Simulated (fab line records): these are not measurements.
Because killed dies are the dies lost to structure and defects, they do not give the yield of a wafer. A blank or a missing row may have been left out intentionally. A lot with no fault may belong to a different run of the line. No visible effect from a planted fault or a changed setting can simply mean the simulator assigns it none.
fab line records    flow nandHarc
record lots=6  wafers=18  lastDay=32
route steps=1302 shown A_ONON_D2@554 END@1302
lots that met no fault: taken from a fault-free run of the same line
startH: start of the lot's first displayed wafer, in hours after the record's first day    waitH: hours elapsed since this lot's preceding step    " the same as in the row above    L1.1+2: one row covering several wafers at once    - either no value or no given start    * or withheld: withheld    < > ~ a bound
route shown NAME@n: a module of which the file shows steps, and the number in the route of the first    usual: average and standard deviation across the fault-free wafers    same: alike in all rows    chamber/n: place in a boat    sites: readings site by site    _std_site: standard deviation across them    _edge_site: the outer-site mean with the inner-site mean subtracted    radiusMm: for every site, how far away it sits from the centre of the wafer    mask NAME#n: copy n    behind: tool/chamber where the wafer was last shaped    hold: why the lot went on hold/how many hours it stayed there/how the hold came to an end    device: the n, p or np transistor that did not switch    end of line: the tests these same wafers got at the end of their route    where a step has no rows: the recipe by itself    killed: at the first sort, the dies lost to defects and structure; wafer yield is something else    map: per-die view of a wafer (x killed, . not killed, _ where there is no die)
set.NAME: the setting the step ran with; set.NAME@STEP: the setting that earlier step ran with    model.NAME: the simulator's own value behind a step, which no gauge read
lots at some steps of the route; a table a step, a row a wafer
services: a tool's chamber out of use, with start hour (startH, from the record's first day; less than 0 if before it), hours out, and reason
## steps
# step NHARC_A_ONON_D2_THK_MEAS_14
# recipe thkMeasGauge=ellipsometry
# usual thkNm=1000/11
lot.wafer  tool          chamber  startH  waitH  thkNm
L662.3     filmMetro-02  -        276.15  -      1014
L662.4     "             -        "       "      1016
L662.6     "             -        "       "      1013
L668.4     filmMetro-01  -        320.84  -      1000
L668.5     "             -        "       "      999
L668.6     "             -        "       "      999
L671.1     filmMetro-02  -        356.41  -      1006
L671.2     "             -        "       "      1006
L671.5     "             -        "       "      1003
L675.2     filmMetro-02  -        392.03  -      1001
L675.3     "             -        "       "      1000
L675.5     "             -        "       "      998
L677.1     filmMetro-01  -        421.41  -      992
L677.3     "             -        "       "      992
L677.4     "             -        "       "      993
L683.3     filmMetro-02  -        483.37  -      1011
L683.5     "             -        "       "      1011
L683.6     "             -        "       "      1010
# step NHARC_A_ONON_D2_ANNEAL_15
# recipe tempC=750  timeS=3600
# step NHARC_A_ONON_D2_DEP_16
# recipe targetThkA=10000  n2FlowSccm=2750  n2oFlowSccm=2000  nh3FlowSccm=500  sih4FlowSccm=210  tempC=400
# step NHARC_A_ONON_D2_THK_MEAS_18
# recipe thkMeasGauge=ellipsometry
# usual thkNm=997/8.1
lot.wafer  tool          chamber  startH  waitH  thkNm
L662.3     filmMetro-01  -        283.24  -      1003
L662.4     "             -        "       "      1002
L662.6     "             -        "       "      1002
L668.4     filmMetro-02  -        330.98  -      985
L668.5     "             -        "       "      986
L668.6     "             -        "       "      987
L671.1     filmMetro-01  -        363.98  -      994
L671.2     "             -        "       "      995
L671.5     "             -        "       "      995
L675.2     filmMetro-01  -        399.22  -      991
L675.3     "             -        "       "      992
L675.5     "             -        "       "      992
L677.1     filmMetro-01  -        429.13  -      1008
L677.3     "             -        "       "      1007
L677.4     "             -        "       "      1007
L683.3     filmMetro-01  -        488.92  -      1011
L683.5     "             -        "       "      1010
L683.6     "             -        "       "      1009
# step NHARC_A_ONON_D2_DEP_19
# recipe targetThkA=10000  n2FlowSccm=2750  n2oFlowSccm=2000  nh3FlowSccm=500  sih4FlowSccm=210  tempC=400
# step NHARC_A_ONON_D2_THK_MEAS_21
# recipe thkMeasGauge=ellipsometry
# usual thkNm=998/9.7
lot.wafer  tool          chamber  startH  waitH  thkNm
L662.3     filmMetro-02  -        283.81  -      1003
L662.4     "             -        "       "      1002
L662.6     "             -        "       "      1002
L668.4     filmMetro-01  -        331.55  -      997
L668.5     "             -        "       "      996
L668.6     "             -        "       "      997
L671.1     filmMetro-01  -        364.56  -      999
L671.2     "             -        "       "      998
L671.5     "             -        "       "      997
L675.2     filmMetro-02  -        399.79  -      993
L675.3     "             -        "       "      991
L675.5     "             -        "       "      993
L677.1     filmMetro-02  -        429.69  -      1006
L677.3     "             -        "       "      1005
L677.4     "             -        "       "      1007
L683.3     filmMetro-02  -        489.48  -      1014
L683.5     "             -        "       "      1015
L683.6     "             -        "       "      1014
# step NHARC_A_ONON_D2_DEP_22
# recipe targetThkA=10000  n2FlowSccm=2750  n2oFlowSccm=2000  nh3FlowSccm=500  sih4FlowSccm=210  tempC=400
# step NHARC_A_ONON_D2_THK_MEAS_24
# recipe thkMeasGauge=ellipsometry
# usual thkNm=1003/8
lot.wafer  tool          chamber  startH  waitH  thkNm
L662.3     filmMetro-02  -        284.40  -      996
L662.4     "             -        "       "      997
L662.6     "             -        "       "      996
L668.4     filmMetro-02  -        332.11  -      1020
L668.5     "             -        "       "      1019
L668.6     "             -        "       "      1018
L671.1     filmMetro-01  -        365.13  -      1016
L671.2     "             -        "       "      1016
L671.5     "             -        "       "      1015
L675.2     filmMetro-01  -        400.35  -      988
L675.3     "             -        "       "      984
L675.5     "             -        "       "      984
L677.1     filmMetro-02  -        430.25  -      1005
L677.3     "             -        "       "      1005
L677.4     "             -        "       "      1004
L683.3     filmMetro-02  -        490.05  -      1000
L683.5     "             -        "       "      1002
L683.6     "             -        "       "      999
# step NHARC_A_ONON_D2_DEP_25
# recipe targetThkA=10000  n2FlowSccm=2750  n2oFlowSccm=2000  nh3FlowSccm=500  sih4FlowSccm=210  tempC=400
# step NHARC_A_ONON_D2_THK_MEAS_27
# recipe thkMeasGauge=ellipsometry
# usual thkNm=998/13
lot.wafer  tool          chamber  startH  waitH  thkNm
L662.3     filmMetro-01  -        284.97  -      979
L662.4     "             -        "       "      980
L662.6     "             -        "       "      981
L668.4     filmMetro-02  -        332.68  -      976
L668.5     "             -        "       "      973
L668.6     "             -        "       "      976
L671.1     filmMetro-01  -        365.69  -      985
L671.2     "             -        "       "      986
L671.5     "             -        "       "      986
L675.2     filmMetro-02  -        400.92  -      980
L675.3     "             -        "       "      980
L675.5     "             -        "       "      981
L677.1     filmMetro-02  -        430.82  -      977
L677.3     "             -        "       "      975
L677.4     "             -        "       "      974
L683.3     filmMetro-02  -        490.62  -      998
L683.5     "             -        "       "      998
L683.6     "             -        "       "      998
# step NHARC_A_ONON_D2_DEP_28
# recipe targetThkA=10000  n2FlowSccm=2750  n2oFlowSccm=2000  nh3FlowSccm=500  sih4FlowSccm=210  tempC=400
# step NHARC_A_ONON_D2_THK_MEAS_30
# recipe thkMeasGauge=ellipsometry
# usual thkNm=1001/11
lot.wafer  tool          chamber  startH  waitH  thkNm
L662.3     filmMetro-01  -        285.53  -      992
L662.4     "             -        "       "      994
L662.6     "             -        "       "      995
L668.4     filmMetro-02  -        333.25  -      1014
L668.5     "             -        "       "      1014
L668.6     "             -        "       "      1013
L671.1     filmMetro-01  -        366.25  -      987
L671.2     "             -        "       "      987
L671.5     "             -        "       "      988
L675.2     filmMetro-01  -        401.48  -      989
L675.3     "             -        "       "      988
L675.5     "             -        "       "      988
L677.1     filmMetro-02  -        431.39  -      999
L677.3     "             -        "       "      998
L677.4     "             -        "       "      998
L683.3     filmMetro-02  -        491.18  -      1003
L683.5     "             -        "       "      1006
L683.6     "             -        "       "      1005
# step NHARC_A_ONON_D2_DEP_33
# recipe targetThkA=2000  tempC=400  pressureTorr=6.5  rfW=900  teosFlowSccm=161.4  flowSccm=2650  targetThkNm=200  gas=O2  material=SiO2
# usual heaterPowerW=558/86  rfFwdPowerW=898/3.1  throttleValvePct=16.0/0.64
lot.wafer  tool      chamber  startH  waitH  heaterPowerW  rfFwdPowerW  sinceWetCleanH  throttleValvePct
L662.3     pecvd-04  1        285.64  0.1    620           900          3               15.0
L662.4     "         1        "       "      596           897          -               14.7
L662.6     "         2        "       "      534           895          -               16.6
L668.4     pecvd-04  1        333.44  0.2    553           899          -               15.3
L668.5     "         2        "       "      378           1005         -               16.3
L668.6     "         0        "       "      749           902          -               16.5
L671.2     pecvd-04  2        366.30  0.1    444           1000         84              16.6
L671.1     "         1        "       "      537           897          84              15.3
L671.5     "         1        "       "      570           898          -               15.3
L675.3     pecvd-02  0        401.54  0.1    589           906          161             17.4
L675.2     "         1        "       "      523           895          161             15.7
L675.5     "         1        "       "      532           893          -               15.5
L677.1     pecvd-03  1        431.44  0.1    701           901          52              15.8
L677.3     "         0        "       "      561           900          52              16.0
L677.4     "         1        "       "      528           902          -               15.9
L683.3     pecvd-02  2        491.24  0.1    485           893          70              15.7
L683.5     "         0        "       "      594           893          -               16.6
L683.6     "         1        "       "      518           895          -               14.9
# step NHARC_A_ONON_D2_THK_MEAS_34
# recipe thkMeasGauge=ellipsometry
# usual thkNm=200/3.6
lot.wafer  tool          chamber  startH  waitH  thkNm
L662.3     filmMetro-02  -        286.00  -      206
L662.4     "             -        "       "      203
L662.6     "             -        "       "      202
L668.4     filmMetro-02  -        333.72  -      204
L668.5     "             -        "       "      208
L668.6     "             -        "       "      195
L671.1     filmMetro-01  -        366.85  0.4    202
L671.2     "             -        "       "      203
L671.5     "             -        "       "      204
L675.2     filmMetro-02  -        401.95  -      197
L675.3     "             -        "       "      201
L675.5     "             -        "       "      205
L677.1     filmMetro-02  -        431.86  -      197
L677.3     "             -        "       "      194
L677.4     "             -        "       "      199
L683.3     filmMetro-01  -        491.65  -      201
L683.5     "             -        "       "      201
L683.6     "             -        "       "      199
# step NHARC_END_SORT_01
# recipe tempC=25
# usual killedAtArray=61/26  killedAtOther=0.8/1.1  killedAtPeriphery=4.0/2.6  killedDies=66/26  killedOpen=3.1/1.7  killedShort=2.5/1.5
# same grossDies=677
lot.wafer  tool       chamber  startH  waitH  killedAtArray  killedAtOther  killedAtPeriphery  killedDies  killedOpen  killedShort
L662.3     prober-02  0        569.31  3.1    79             1              3                  83          1           5
L662.4     prober-02  0        570.11  3.4    57             0              3                  60          3           2
L662.6     prober-02  0        571.70  4.0    55             0              2                  57          3           2
L668.4     prober-01  0        601.69  3.4    68             0              1                  69          2           2
L668.5     prober-01  0        602.49  3.7    59             3              3                  65          0           4
L668.6     prober-01  0        603.29  4.0    62             0              2                  64          2           2
L671.1     prober-01  0        642.74  2.5    40             0              3                  43          5           6
L671.2     prober-01  0        643.54  2.8    41             1              4                  46          3           2
L671.5     prober-01  0        645.93  3.7    34             4              2                  40          1           1
L675.2     prober-01  0        690.74  2.8    48             0              2                  50          4           2
L675.3     prober-01  0        691.54  3.1    35             1              3                  39          3           2
L675.5     prober-01  0        693.16  3.7    44             3              1                  48          2           0
L677.1     prober-01  0        710.62  2.5    22             1              2                  25          3           4
L677.3     prober-01  0        712.23  3.1    27             0              1                  28          3           2
L677.4     prober-01  0        713.04  3.4    19             1              5                  25          1           1
L683.3     prober-01  0        764.51  3.1    91             0              6                  97          1           5
L683.5     prober-01  0        766.13  3.7    73             0              1                  74          3           1
L683.6     prober-01  0        766.94  4.0    89             1              6                  96          2           2
# killed by level:class
L662.3 A_CHANNEL_HOLE_D2:chamberFilmFlake=41 A_SLIT:chamberFilmFlake=27 P_ZERO_WELL:chamberFilmFlake=2 A_CONTACT:chamberFilmFlake=2 P_CONTACT:geometricParticle:short=1 A_CHANNEL_FILL_D1:geometricParticle:short=1 A_DECK1_JOINT:geometricParticle:short=1 A_CHANNEL_FILL_D2:geometricParticle:short=1
L662.4 A_CHANNEL_HOLE_D2:chamberFilmFlake=25 A_SLIT:chamberFilmFlake=19 A_M0:geometricParticle:open=2 A_DECK1_JOINT:chamberFilmFlake=2 A_STAIRCASE:chamberFilmFlake=2 A_WL_FILL:chamberFilmFlake=2 P_M0:geometricParticle:short=1 A_STAIRCASE:geometricParticle:open=1
L662.6 A_CHANNEL_HOLE_D2:chamberFilmFlake=27 A_SLIT:chamberFilmFlake=14 A_CONTACT:chamberFilmFlake=3 A_CHANNEL_HOLE_D1:chamberFilmFlake=2 A_STAIRCASE:chamberFilmFlake=2 P_M0:geometricParticle:open=1 P_M0:geometricParticle:short=1 A_CHANNEL_FILL_D2:geometricParticle:open=1
L668.4 A_CHANNEL_HOLE_D1:chamberFilmFlake=31 A_STAIRCASE:chamberFilmFlake=12 A_CHANNEL_HOLE_D2:chamberFilmFlake=11 A_CHANNEL_FILL_D1:chamberFilmFlake=9 A_CHANNEL_FILL_D1:geometricParticle:short=1 A_WL_FILL:geometricParticle:short=1 A_BLC:geometricParticle:open=1 A_M1:geometricParticle:open=1
L668.5 A_CHANNEL_HOLE_D1:chamberFilmFlake=34 A_CHANNEL_HOLE_D2:chamberFilmFlake=8 A_STAIRCASE:chamberFilmFlake=7 HYBRID_BOND:chamberFilmFlake=3 A_CHANNEL_FILL_D1:chamberFilmFlake=2 A_WL_FILL:chamberFilmFlake=2 A_CHANNEL_FILL_D1:geometricParticle:short=1 A_ONON_D2:geometricParticle:short=1
L668.6 A_CHANNEL_HOLE_D1:chamberFilmFlake=27 A_STAIRCASE:chamberFilmFlake=16 A_CHANNEL_HOLE_D2:chamberFilmFlake=13 A_CONTACT:chamberFilmFlake=2 P_CONTACT:geometricParticle:short=1 A_CHANNEL_HOLE_D1:geometricParticle:open=1 A_SGD_CUT:geometricParticle:short=1 A_WL_FILL:geometricParticle:open=1
L671.1 A_CHANNEL_HOLE_D2:chamberFilmFlake=15 A_CONTACT:chamberFilmFlake=4 A_CHANNEL_HOLE_D1:chamberFilmFlake=3 A_CHANNEL_FILL_D2:geometricParticle:open=2 A_ZERO_WELL:chamberFilmFlake=2 A_CHANNEL_FILL_D1:chamberFilmFlake=2 A_DECK1_JOINT:chamberFilmFlake=2 A_SLIT:chamberFilmFlake=2
L671.2 A_CHANNEL_HOLE_D2:chamberFilmFlake=16 A_SLIT:chamberFilmFlake=7 A_CHANNEL_HOLE_D1:chamberFilmFlake=4 A_WL_FILL:chamberFilmFlake=3 A_CONTACT:chamberFilmFlake=3 P_ZERO_WELL:chamberFilmFlake=2 A_STAIRCASE:chamberFilmFlake=2 P_CONTACT:geometricParticle:open=1
L671.5 A_CHANNEL_HOLE_D2:chamberFilmFlake=14 A_CHANNEL_HOLE_D1:chamberFilmFlake=8 A_SLIT:chamberFilmFlake=5 THIN_TSV:chamberFilmFlake=4 A_CONTACT:chamberFilmFlake=3 A_CHANNEL_FILL_D1:geometricParticle:open=1 A_SGD_CUT:geometricParticle:short=1 P_STI:chamberFilmFlake=1
L675.2 A_CHANNEL_HOLE_D1:chamberFilmFlake=35 A_CHANNEL_FILL_D2:chamberFilmFlake=2 A_SLIT:chamberFilmFlake=2 P_GATE:geometricParticle:open=1 P_M0:geometricParticle:open=1 A_DECK1_JOINT:geometricParticle:short=1 A_WL_FILL:geometricParticle:short=1 A_CONTACT:geometricParticle:open=1
L675.3 A_CHANNEL_HOLE_D1:chamberFilmFlake=30 A_BONDPAD:chamberFilmFlake=2 P_M0:geometricParticle:open=1 P_M0:geometricParticle:short=1 A_CONTACT:geometricParticle:open=1 A_M0:geometricParticle:open=1 P_ZERO_WELL:chamberFilmFlake=1 STARTING-WAFER:geometricParticle:short=1
L675.5 A_CHANNEL_HOLE_D1:chamberFilmFlake=35 A_CONTACT:chamberFilmFlake=3 A_STAIRCASE:chamberFilmFlake=2 A_M0:geometricParticle:open=1 THIN_TSV:geometricParticle:open=1 P_M2:chamberFilmFlake=1 A_DECK1_JOINT:chamberFilmFlake=1 A_CHANNEL_FILL_D2:chamberFilmFlake=1
L677.1 A_CHANNEL_HOLE_D1:chamberFilmFlake=7 A_SLIT:chamberFilmFlake=3 P_M0:chamberFilmFlake=2 A_DECK1_JOINT:chamberFilmFlake=2 A_CONTACT:chamberFilmFlake=2 A_CHANNEL_HOLE_D1:geometricParticle:short=1 A_CHANNEL_FILL_D1:geometricParticle:open=1 A_CHANNEL_FILL_D1:geometricParticle:short=1
L677.3 A_CHANNEL_HOLE_D1:chamberFilmFlake=9 A_CONTACT:chamberFilmFlake=6 A_DECK1_JOINT:chamberFilmFlake=3 A_STAIRCASE:chamberFilmFlake=3 A_DECK1_JOINT:geometricParticle:open=1 A_ONON_D2:geometricParticle:open=1 A_STAIRCASE:geometricParticle:short=1 A_SGD_CUT:geometricParticle:open=1
L677.4 A_CHANNEL_HOLE_D1:chamberFilmFlake=11 P_M0:chamberFilmFlake=4 A_DECK1_JOINT:chamberFilmFlake=4 A_CONTACT:chamberFilmFlake=2 A_CHANNEL_FILL_D2:geometricParticle:open=1 A_WL_FILL:geometricParticle:short=1 P_GATE:chamberFilmFlake=1 THIN_TSV:chamberFilmFlake=1
L683.3 A_CHANNEL_HOLE_D2:chamberFilmFlake=32 A_SLIT:chamberFilmFlake=27 A_CHANNEL_HOLE_D1:chamberFilmFlake=12 A_CONTACT:chamberFilmFlake=9 P_STI:chamberFilmFlake=3 A_WL_FILL:chamberFilmFlake=3 A_STAIRCASE:chamberFilmFlake=2 P_M0:geometricParticle:short=1
L683.5 A_SLIT:chamberFilmFlake=21 A_CHANNEL_HOLE_D2:chamberFilmFlake=20 A_CHANNEL_HOLE_D1:chamberFilmFlake=18 A_STAIRCASE:chamberFilmFlake=3 A_WL_FILL:chamberFilmFlake=2 A_CONTACT:chamberFilmFlake=2 A_M0:chamberFilmFlake=2 P_M2:geometricParticle:open=1
L683.6 A_SLIT:chamberFilmFlake=30 A_CHANNEL_HOLE_D2:chamberFilmFlake=23 A_CHANNEL_HOLE_D1:chamberFilmFlake=15 A_CONTACT:chamberFilmFlake=13 P_ZERO_WELL:chamberFilmFlake=2 A_WL_FILL:chamberFilmFlake=2 P_GATE:geometricParticle:open=1 P_M0:geometricParticle:open=1
## services
tool      chamber  startH  hours  kind
pecvd-04  -        269.39  13.0   pm
pecvd-04  0        269.39  13.0   ventCycle
pecvd-04  1        269.39  13.0   ventCycle
pecvd-04  2        269.39  13.0   ventCycle
pecvd-04  0        282.39  -      clean
pecvd-04  1        282.39  -      clean
pecvd-04  2        282.39  -      clean
pecvd-02  0        290.06  12.8   repair
pecvd-03  0        320.85  1.7    repair
pecvd-04  0        361.05  6.1    repair
pecvd-03  1        365.62  5.0    repair
pecvd-03  -        366.52  13.0   pm
pecvd-02  -        376.21  1.0    repair
pecvd-02  -        408.19  13.0   pm
pecvd-02  0        408.19  13.0   ventCycle
pecvd-02  1        408.19  13.0   ventCycle
pecvd-04  -        450.55  13.0   pm
pecvd-04  0        450.55  13.0   ventCycle
pecvd-04  1        450.55  13.0   ventCycle
pecvd-04  2        450.55  13.0   ventCycle
pecvd-04  0        463.55  -      clean
pecvd-04  1        463.55  -      clean
pecvd-04  2        463.55  -      clean
pecvd-02  1        479.26  3.9    repair
## key
firstSign step=NHARC_A_ONON_D2_DEP_33  reading=rfFwdPowerW  direction=up  sigmas=34  usual=*  struck=*
effect none on later readings
metAt NHARC_A_ONON_D2_DEP_33
struckWafers L668.5,L671.2
testerLeftOut L668,L671
onsetBetween 285.64 333.44
fault kind=processParameterDrift  tool=pecvd-04  chamber=2  onsetH=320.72  steps=NHARC_A_ONON_D2_DEP_33  channel=rfW  offset=*  shape=step  endH=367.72  actsIn=*  stated=*
# testerLeftOut: of these lots the tester's yield and bins aren't shown, on N5 and GAA mostly nor the transistor test; their killed dies are dies lost to structure and defects alone, not to doping, threshold or leakage, so they don't give the yield
